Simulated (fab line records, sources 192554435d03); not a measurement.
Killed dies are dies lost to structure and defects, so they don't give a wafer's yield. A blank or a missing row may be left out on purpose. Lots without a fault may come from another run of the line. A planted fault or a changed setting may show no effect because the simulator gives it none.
fab line records | flow n5_finfet | part 1 of 2: steps 1 to 3 of 6
record lots=20 wafers=60 last_day=19
route steps=1938 shown BEOL_M9@1418 BEOL_M10@1487
lots that met no fault: from a run of the same line without faults
start_h: hours from the record's first day to the start of the lot's first wafer shown | wait_h: hours since the lot's step before | " the same as in the row above | L1.1+2: a row that stands for several wafers | - no value, or no start given | * or withheld: withheld | < > ~ a bound
route shown NAME@n: a module of which the file shows steps, and the number in the route of the first | usual: mean/standard deviation of fault-free wafers | same: alike in all rows | chamber/n: place in a boat | sites: the reading at each site | _std_site: their standard deviation | _edge_site: outer sites' mean less inner sites' | radius_mm: how far each site lies from the wafer's centre | mask NAME#n: copy n | behind: the tool/chamber that last shaped the wafer | hold: why the lot was held/for how many hours/how that ended | device: the transistor (n, p or np) that didn't switch | end of line: the same wafers' tests at the end of the route | a step without rows: its recipe alone | killed: dies lost to structure and defects at the first sort, not the wafer's yield | map: a wafer's dies, x killed, . not, _ none there
set.NAME: the setting as run; set.NAME@STEP: as run at that earlier step | model.NAME: the simulator's own value behind a step, which no gauge read
steps of the route over a sample of lots; a table a step, a row a wafer
services: from which hour (start_h, from the record's first day; less than 0 if before it) a tool's chamber was out of use, for how many hours, and why
## steps
# step N5_BEOL_M9_ETCH_61
# recipe chemistry=CF4 target=SiARC target_depth_a=390 mask_material=CAR-ArF time_s=65 ion_energy_ev=80 pressure_mtorr=40 source_w=545 bias_w=36 Ar_flow_sccm=100 cf4_flow_sccm=100 ends=cleared
# usual drypump_motor_current_A=5.9/0.61 etch_rf_on_time_s=65.1/2 oes_product_au=0.66/0.049 rf_vpp_V=184.0/1.1 showerhead_plenum_p_Torr=2.12/0.057 throttle_valve_pct=15.64/0.22
# columns lot.wafer tool chamber start_h wait_h drypump_motor_current_A etch_rf_on_time_s oes_product_au rf_hours_counter_h rf_vpp_V showerhead_plenum_p_Torr throttle_valve_pct
L074.1 rie_diel-04 0 253.93 0.0 6.0 64.7 0.76 54 183.9 2.11 15.56
L074.3 " 2 " " 5.2 67.8 0.58 219 182.5 2.03 15.75
L074.5 " 1 " " 5.1 62.6 0.74 - 183.3 2.15 15.59
L075.1 rie_diel-02 1 257.22 0.0 6.4 63.8 0.63 182 184.2 2.21 15.39
L075.3 " 3 " " 6.8 64.8 0.68 115 184.4 2.07 15.95
L075.6 " 1 " " 6.4 63.9 0.62 - 184.6 2.21 15.37
L077.2 rie_diel-02 2 261.31 0.0 6.5 67.2 0.66 97 183.5 2.08 15.41
L077.4 " 3 " " 6.8 64.2 0.68 116 183.3 2.07 15.95
L077.6 " 3 " " 6.8 64.0 0.68 - 184.1 2.07 15.94
L078.1 rie_diel-02 0 269.79 0.0 5.4 65.1 0.72 80 184.3 2.15 15.38
L078.4 " 2 " " 6.5 67.2 0.66 99 182.3 2.08 15.46
L078.6 " 2 " " 6.5 66.7 0.67 - 182.7 2.08 15.47
L079.1 rie_diel-02 1 280.67 0.0 6.4 63.4 0.63 189 185.7 2.21 15.40
L079.2 " 3 " " 6.8 64.5 0.67 121 183.4 2.07 15.96
L079.4 " 2 " " 6.5 67.6 0.66 101 182.1 2.08 15.44
L080.1 rie_diel-06 2 288.21 0.0 5.7 64.1 0.65 167 184.0 2.04 15.80
L080.3 " 3 " " 4.9 68.9 0.60 185 185.4 2.13 15.78
L080.4 " 1 " " 6.0 67.2 0.59 225 185.3 2.20 15.99
L082.1 rie_diel-02 0 290.20 0.0 5.4 64.6 0.72 85 185.5 2.15 15.38
L082.4 " 3 " " 6.8 63.1 0.68 124 183.7 2.07 15.97
L082.6 " 1 " " 6.4 62.8 0.63 - 185.6 2.21 15.40
L083.1 rie_diel-02 0 298.67 0.0 5.4 66.0 0.71 88 185.9 2.15 15.39
L083.2 " 1 " " 6.4 64.0 0.62 195 184.4 2.21 15.42
L083.5 " 2 " " 6.5 69.1 0.65 - 183.2 2.07 15.47
L084.2 rie_diel-04 3 310.64 0.0 5.6 64.1 0.65 160 181.7 2.06 15.81
L084.4 " 2 " " 5.2 68.1 0.57 236 182.9 2.03 15.76
L084.5 " 0 " " 6.0 65.2 0.73 - 183.1 2.10 15.58
L087.3 rie_diel-06 2 316.31 0.0 5.7 63.7 0.64 176 182.0 2.04 15.80
L087.4 " 3 " " 5.0 68.7 0.60 193 183.8 2.13 15.79
L087.5 " 2 " " 5.7 63.8 0.64 - 183.1 2.04 15.80
L086.2 rie_diel-02 3 322.26 0.0 6.8 64.7 0.66 134 183.0 2.07 15.98
L086.4 " 2 " " 6.5 68.2 0.65 114 182.8 2.07 15.51
L086.5 " 0 " " 5.4 65.8 0.70 - 185.1 2.14 15.40
L088.1 rie_diel-02 3 334.75 0.0 6.8 63.9 0.67 138 185.0 2.06 15.99
L088.2 " 0 " " 5.4 65.5 0.70 100 184.3 2.14 15.41
L088.5 " 1 " " 6.4 62.6 0.62 - 183.0 2.20 15.43
L090.1 rie_diel-02 1 337.32 0.0 6.4 63.6 0.62 207 184.8 2.20 15.44
L090.4 " 3 " " 6.8 64.6 0.66 - 182.7 2.06 15.99
L090.6 " 0 " " 5.4 65.4 0.70 - 184.8 2.14 15.42
L091.1 rie_diel-02 0 352.11 0.0 5.4 64.6 0.69 106 184.7 2.14 15.43
L091.2 " 3 " " 6.8 63.8 0.66 144 184.0 2.06 16.01
L091.4 " 1 " " 6.4 62.9 0.61 213 185.9 2.20 15.45
L092.2 rie_diel-06 2 359.77 0.0 5.6 64.6 0.63 188 182.0 2.04 15.84
L092.3 " 1 " " 6.0 68.3 0.57 246 183.0 2.19 16.03
L092.5 " 1 " " 6.0 67.7 0.57 - 184.7 2.19 16.04
L093.2 rie_diel-04 3 367.83 0.0 5.6 64.5 0.64 178 183.6 2.05 15.85
L093.4 " 3 " " 5.6 65.0 0.63 - 183.9 2.05 15.83
L093.6 " 0 " " 5.9 65.6 0.72 - 183.0 2.10 15.62
L094.3 rie_diel-02 1 368.23 0.0 6.4 63.0 0.60 217 187.4 2.20 15.46
L094.4 " 0 " " 5.4 65.2 0.69 110 184.9 2.14 15.44
L094.5 " 3 " " 6.8 63.7 0.65 - 182.5 2.06 16.03
L095.1 rie_diel-06 3 368.59 0.0 5.0 68.4 0.59 209 183.5 2.12 15.81
L095.3 " 0 " " 6.5 64.4 0.70 70 183.8 2.16 15.47
L095.4 " 1 " " 6.0 67.5 0.57 248 185.9 2.19 16.05
L096.1 rie_diel-04 3 368.80 0.0 5.6 64.4 0.63 178 181.4 2.05 15.86
L096.3 " 0 " " 6.0 64.9 0.71 88 183.8 2.10 15.63
L096.4 " 1 " " 5.2 62.1 0.70 - 184.3 2.14 15.67
L097.1 rie_diel-06 0 389.04 0.0 6.5 63.4 0.70 76 185.4 2.16 15.48
L097.3 " 2 " " 5.7 63.7 0.62 197 182.6 2.03 15.85
L097.6 " 2 " " 5.7 64.4 0.62 - 183.3 2.03 15.86
# step N5_BEOL_M9_STRIP_36
# recipe chemistry=N2/H2 power_w=450 temp_c=40 pressure_mtorr=20 rf_frequency_hz=6e+07 overash_fraction=0.3 bias_power_w=7 h2_frac=0.5 n2_flow_sccm=200 h2_flow_sccm=200
# usual drypump_motor_current_A=5.9/0.61 oes_product_au=0.77/0.069 rf_vpp_V=59.1/1.4 showerhead_plenum_p_Torr=2.51/0.083 throttle_valve_pct=23.7/0.3
# columns lot.wafer tool chamber start_h wait_h drypump_motor_current_A oes_product_au rf_hours_counter_h rf_vpp_V showerhead_plenum_p_Torr throttle_valve_pct
L074.1 rie_diel-02 1 255.96 0.0 6.4 0.73 182 59.5 2.65 23.4
L074.3 " 0 " " 5.4 0.84 75 58.5 2.57 23.6
L074.5 " 2 " " 6.5 0.79 - 58.4 2.46 23.6
L075.1 rie_diel-04 3 258.55 0.0 5.6 0.77 149 57.3 2.42 23.7
L075.3 " 0 " " 6.0 0.88 55 56.4 2.47 23.5
L075.6 " 3 " " 5.6 0.76 - 59.6 2.42 23.7
L077.2 rie_diel-04 0 262.61 0.0 6.0 0.87 56 59.9 2.47 23.5
L077.4 " 2 " " 5.2 0.69 221 57.3 2.39 23.2
L077.6 " 1 " " 5.2 0.83 - 59.7 2.56 23.6
L078.1 rie_diel-02 0 272.07 0.0 5.4 0.83 80 59.2 2.57 23.6
L078.4 " 3 " " 6.8 0.78 119 58.7 2.46 24.4
L078.6 " 0 " " 5.4 0.83 - 58.9 2.57 23.6
L079.1 rie_diel-04 2 283.99 0.0 5.2 0.67 227 60.3 2.39 23.2
L079.2 " 3 " " 5.6 0.76 155 55.3 2.42 23.7
L079.4 " 0 " " 6.0 0.86 62 60.3 2.47 23.5
L080.1 rie_diel-02 3 289.37 0.0 6.8 0.78 124 60.3 2.46 24.3
L080.3 " 0 " " 5.4 0.84 85 61.4 2.57 23.6
L080.4 " 1 " " 6.4 0.71 192 61.6 2.64 23.4
L082.1 rie_diel-02 3 291.44 0.0 6.8 0.78 124 57.7 2.46 24.3
L082.4 " 2 " " 6.5 0.77 105 59.5 2.45 23.6
L082.6 " 1 " " 6.4 0.72 - 57.6 2.64 23.4
L083.1 rie_diel-06 0 301.61 0.0 6.5 0.87 48 60.9 2.58 23.7
L083.2 " 3 " " 4.9 0.71 188 59.3 2.53 23.7
L083.5 " 2 " " 5.6 0.74 - 57.8 2.42 23.8
L084.2 rie_diel-06 3 314.69 0.0 4.9 0.71 192 59.5 2.53 23.8
L084.4 " 1 " " 6.0 0.68 233 60.0 2.62 24.1
L084.5 " 0 " " 6.4 0.84 - 57.8 2.58 23.7
L087.3 rie_diel-06 3 320.92 0.0 4.9 0.71 194 58.8 2.53 23.7
L087.4 " 2 " " 5.7 0.73 177 61.4 2.42 23.8
L087.5 " 1 " " 6.0 0.67 - 58.9 2.62 24.1
L086.2 rie_diel-04 2 324.16 0.0 5.2 0.67 240 58.8 2.38 23.2
L086.4 " 1 " " 5.2 0.82 81 59.2 2.56 23.6
L086.5 " 3 " " 5.6 0.75 - 57.1 2.42 23.8
L088.1 rie_diel-06 3 335.95 0.0 4.9 0.70 199 56.8 2.52 23.7
L088.2 " 1 " " 6.0 0.68 239 62.8 2.62 24.1
L088.5 " 3 " " 4.9 0.71 - 60.7 2.52 23.8
L090.1 rie_diel-02 3 338.70 0.0 6.8 0.77 140 58.6 2.46 24.4
L090.4 " 1 " " 6.4 0.71 208 58.5 2.64 23.5
L090.6 " 2 " " 6.5 0.76 - 59.4 2.45 23.6
L091.1 rie_diel-02 2 358.79 0.0 6.6 0.76 125 61.0 2.45 23.6
L091.2 " 3 " " 6.8 0.76 146 58.2 2.45 24.4
L091.4 " 1 " " 6.4 0.70 215 60.1 2.63 23.5
L092.2 rie_diel-04 0 361.94 0.0 6.0 0.85 86 58.6 2.46 23.6
L092.3 " 3 " " 5.6 0.74 177 60.8 2.41 23.8
L092.5 " 1 " " 5.1 0.80 - 59.2 2.55 23.7
L094.3 rie_diel-02 0 370.58 0.0 5.4 0.79 111 59.5 2.56 23.6
L094.4 " 1 " " 6.4 0.68 217 60.8 2.63 23.5
L094.5 " 3 " " 6.8 0.76 - 58.3 2.45 24.4
L093.2 rie_diel-02 2 371.00 0.0 6.6 0.74 128 58.6 2.45 23.6
L093.4 " 1 " " 6.4 0.69 218 59.4 2.63 23.5
L093.6 " 3 " " 6.8 0.75 - 59.0 2.45 24.4
L095.1 rie_diel-06 1 371.05 0.0 6.0 0.66 249 58.1 2.61 24.1
L095.3 " 2 " " 5.7 0.72 191 58.1 2.42 23.8
L095.4 " 0 " " 6.5 0.82 70 58.3 2.57 23.7
L096.1 rie_diel-04 0 371.13 0.0 6.0 0.83 89 59.8 2.45 23.6
L096.3 " 3 " " 5.6 0.74 179 58.8 2.41 23.8
L096.4 " 1 " " 5.1 0.81 94 59.2 2.55 23.6
L097.1 rie_diel-04 3 390.41 0.0 5.6 0.74 185 59.6 2.41 23.8
L097.3 " 2 " " 5.2 0.98 7 59.2 2.70 23.2
L097.6 " 2 " " 5.2 0.97 - 61.8 2.70 23.2
# step N5_BEOL_M9_ETCH_41
# recipe chemistry=CH3F/O2 target=SiCN target_depth_a=366 taper_deg=2 time_s=70.1 ion_energy_ev=120 mask_material=TiN pressure_mtorr=30 source_w=395 bias_w=75 Ar_flow_sccm=150 CH3F_flow_sccm=30 O2_flow_sccm=20
# usual O2_flow_sccm=20.00/0.058 drypump_motor_current_A=5.9/0.6 oes_product_au=0.77/0.068 rf_vpp_V=296.9/1.6 showerhead_plenum_p_Torr=1.97/0.059 throttle_valve_pct=16.36/0.21
# columns lot.wafer tool chamber start_h wait_h O2_flow_sccm drypump_motor_current_A oes_product_au rf_hours_counter_h rf_vpp_V showerhead_plenum_p_Torr throttle_valve_pct
L074.1 rie_diel-02 1 - - 19.96 6.4 0.74 182 299.1 2.06 16.04
L074.3 " 0 " " 19.98 5.3 0.84 75 297.8 2.01 16.06
L074.5 " 2 " " 20.03 6.5 0.77 - 296.9 1.95 16.23
L075.1 rie_diel-04 3 - - 20.05 5.6 0.76 149 294.9 1.92 16.45
L075.3 " 0 " " 19.93 6.0 0.88 56 296.7 1.96 16.24
L075.6 " 3 " " 19.94 5.6 0.77 - 295.4 1.92 16.47
L077.2 rie_diel-04 0 - - 19.98 5.9 0.88 56 295.6 1.96 16.24
L077.4 " 2 " " 19.97 5.2 0.68 221 295.2 1.89 16.44
L077.6 " 1 " " 20.10 5.1 0.85 - 298.4 2.01 16.33
L078.1 rie_diel-02 0 - - 19.90 5.3 0.85 80 297.9 2.00 16.06
L078.4 " 3 " " 19.91 6.8 0.80 119 295.5 1.93 16.67
L078.6 " 0 " " 19.98 5.4 0.85 - 297.3 2.00 16.05
L079.1 rie_diel-04 2 - - 20.01 5.2 0.68 227 296.3 1.89 16.46
L079.2 " 3 " " 20.01 5.6 0.77 155 296.0 1.92 16.47
L079.4 " 0 " " 19.99 6.0 0.87 62 295.1 1.96 16.26
L080.1 rie_diel-02 3 - - 20.00 6.8 0.79 124 296.8 1.93 16.69
L080.3 " 0 " " 20.02 5.3 0.83 85 297.1 2.00 16.08
L080.4 " 1 " " 20.05 6.4 0.73 192 298.2 2.06 16.05
L082.1 rie_diel-02 3 - - 19.96 6.8 0.79 124 297.4 1.93 16.71
L082.4 " 2 " " 19.97 6.6 0.77 105 297.4 1.94 16.24
L082.6 " 1 " " 19.87 6.4 0.73 - 299.9 2.06 16.07
L083.1 rie_diel-06 0 - - 20.06 6.5 0.85 48 297.9 2.03 16.16
L083.2 " 3 " " 19.97 4.9 0.71 188 296.8 2.00 16.51
L083.5 " 2 " " 19.95 5.7 0.75 - 295.6 1.90 16.46
L084.2 rie_diel-06 3 - - 19.96 4.9 0.70 192 297.6 1.99 16.54
L084.4 " 1 " " 19.97 6.0 0.67 233 298.5 2.05 16.67
L084.5 " 0 " " 20.07 6.4 0.85 - 297.7 2.03 16.15
L087.3 rie_diel-06 3 - - 20.04 4.9 0.70 194 297.5 1.99 16.52
L087.4 " 2 " " 19.97 5.7 0.74 178 294.7 1.90 16.47
L087.5 " 1 " " 20.07 6.0 0.68 - 298.3 2.05 16.67
L086.2 rie_diel-04 2 - - 19.94 5.2 0.67 240 296.8 1.89 16.47
L086.4 " 1 " " 20.03 5.1 0.82 81 299.3 2.01 16.37
L086.5 " 3 " " 19.97 5.6 0.76 - 297.8 1.92 16.48
L088.1 rie_diel-06 3 - - 19.98 4.9 0.70 199 297.6 1.99 16.53
L088.2 " 1 " " 20.00 6.0 0.67 239 300.7 2.05 16.67
L088.5 " 3 " " 19.94 4.9 0.70 - 296.5 1.99 16.53
L090.1 rie_diel-02 3 - - 20.00 6.8 0.77 140 295.9 1.93 16.73
L090.4 " 1 " " 20.05 6.4 0.71 208 298.4 2.05 16.09
L090.6 " 2 " " 20.06 6.5 0.75 - 297.0 1.94 16.27
L091.1 rie_diel-02 2 - - 19.98 6.5 0.76 125 293.0 1.94 16.28
L091.2 " 3 " " 20.07 6.8 0.76 146 295.1 1.92 16.74
L091.4 " 1 " " 19.94 6.4 0.71 215 298.5 2.05 16.11
L092.2 rie_diel-04 0 - - 20.01 6.0 0.84 87 297.2 1.95 16.30
L092.3 " 1 " " 20.05 5.1 0.82 92 296.8 2.00 16.38
L092.5 " 0 " " 19.95 6.0 0.83 - 294.9 1.95 16.29
L094.3 rie_diel-02 0 - - 20.02 5.4 0.81 111 296.0 1.99 16.13
L094.4 " 1 " " 19.89 6.4 0.71 218 297.4 2.05 16.11
L094.5 " 3 " " 20.03 6.8 0.75 - 295.6 1.92 16.75
L093.2 rie_diel-02 2 - - 20.06 6.5 0.75 128 295.8 1.94 16.29
L093.4 " 1 " " 19.98 6.4 0.71 218 299.5 2.05 16.10
L093.6 " 3 " " 20.00 6.8 0.75 - 296.0 1.92 16.75
L095.1 rie_diel-06 1 - - 19.96 6.0 0.66 249 298.8 2.04 16.70
L095.3 " 2 " " 20.11 5.7 0.72 191 295.4 1.89 16.48
L095.4 " 0 " " 19.99 6.5 0.83 70 297.4 2.02 16.18
L096.1 rie_diel-04 0 - - 19.97 6.0 0.84 89 294.8 1.95 16.29
L096.3 " 3 " " 19.99 5.6 0.74 179 297.6 1.91 16.51
L096.4 " 1 " " 19.97 5.2 0.81 94 297.1 2.00 16.40
L097.1 rie_diel-04 3 - - 19.97 5.6 0.73 185 295.7 1.91 16.53
L097.3 " 2 " " 20.05 5.2 0.97 7 300.3 2.13 16.10
L097.6 " 2 " " 19.96 5.2 0.97 - 300.1 2.13 16.09
